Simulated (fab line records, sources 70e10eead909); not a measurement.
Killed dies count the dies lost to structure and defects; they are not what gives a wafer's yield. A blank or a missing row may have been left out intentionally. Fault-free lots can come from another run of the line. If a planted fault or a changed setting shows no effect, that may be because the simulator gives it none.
Chamber matching / flow nand_harc / NHARC_A_CHANNEL_HOLE_D1_DESCUM_15 on rie_diel-06 has 4 sister chambers
The step chemistry O2, time 3 s. 8 wafers are shown with their chamber, then 12 later ones without.

WAFERS WITH THEIR CHAMBER
wafer=L081.3; chamber=3; drypump_motor_current_A (A)=6.1; oes_product_au (a.u.)=0.993
wafer=L084.5; chamber=1; drypump_motor_current_A (A)=5.5; oes_product_au (a.u.)=1.000
wafer=L086.3; chamber=0; drypump_motor_current_A (A)=4.8; oes_product_au (a.u.)=1.009
wafer=L086.5; chamber=3; drypump_motor_current_A (A)=6.1; oes_product_au (a.u.)=0.991
wafer=L089.1; chamber=1; drypump_motor_current_A (A)=5.6; oes_product_au (a.u.)=0.994
wafer=L090.3; chamber=0; drypump_motor_current_A (A)=4.8; oes_product_au (a.u.)=0.993
wafer=L090.4; chamber=2; drypump_motor_current_A (A)=5.5; oes_product_au (a.u.)=0.996
wafer=L090.5; chamber=2; drypump_motor_current_A (A)=5.5; oes_product_au (a.u.)=0.994

WAFERS WITH NO CHAMBER GIVEN
wafer=L091.3; drypump_motor_current_A (A)=4.8; oes_product_au (a.u.)=0.995
wafer=L091.5; drypump_motor_current_A (A)=5.6; oes_product_au (a.u.)=1.010
wafer=L091.6; drypump_motor_current_A (A)=5.5; oes_product_au (a.u.)=1.004
wafer=L093.1; drypump_motor_current_A (A)=5.5; oes_product_au (a.u.)=0.993
wafer=L093.2; drypump_motor_current_A (A)=4.8; oes_product_au (a.u.)=1.001
wafer=L093.6; drypump_motor_current_A (A)=6.1; oes_product_au (a.u.)=1.010
wafer=L096.1; drypump_motor_current_A (A)=4.8; oes_product_au (a.u.)=0.997
wafer=L096.2; drypump_motor_current_A (A)=6.0; oes_product_au (a.u.)=1.012
wafer=L096.3; drypump_motor_current_A (A)=5.5; oes_product_au (a.u.)=1.000
wafer=L097.1; drypump_motor_current_A (A)=4.8; oes_product_au (a.u.)=1.000
wafer=L097.5; drypump_motor_current_A (A)=5.6; oes_product_au (a.u.)=1.008
wafer=L097.6; drypump_motor_current_A (A)=6.1; oes_product_au (a.u.)=1.014

EACH ONE'S CHAMBER
wafer=L091.3; from the rows above=0; in truth=0
wafer=L091.5; from the rows above=can't be placed: 1 or 2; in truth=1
wafer=L091.6; from the rows above=can't be placed: 2 or 1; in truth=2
wafer=L093.1; from the rows above=can't be placed: 2 or 1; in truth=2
wafer=L093.2; from the rows above=0; in truth=0
wafer=L093.6; from the rows above=3; in truth=3
wafer=L096.1; from the rows above=0; in truth=0
wafer=L096.2; from the rows above=3; in truth=3
wafer=L096.3; from the rows above=can't be placed: 2 or 1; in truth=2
wafer=L097.1; from the rows above=0; in truth=0
wafer=L097.5; from the rows above=can't be placed: 1 or 2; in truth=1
wafer=L097.6; from the rows above=3; in truth=3
Placed correctly: 7 of 12. These rows do not allow placing 5 (true chamber among the candidates in 5). Placed wrongly: 0.
How it was worked out, from the rows above alone: a wafer's distance from a chamber is the root of the sum, over the readings, of the square of ((its reading less the chamber's mean) divided by the reading's scatter). If the next closest chamber is less than 2 further off than the closest, the wafer can't be placed; otherwise it belongs to the closest. Each chamber's mean is taken over the wafers shown for it. How the scatter is found: for the shown wafers, subtract from each reading the mean of its chamber, square and add these, divide the total by (wafers less chambers), then take the root.
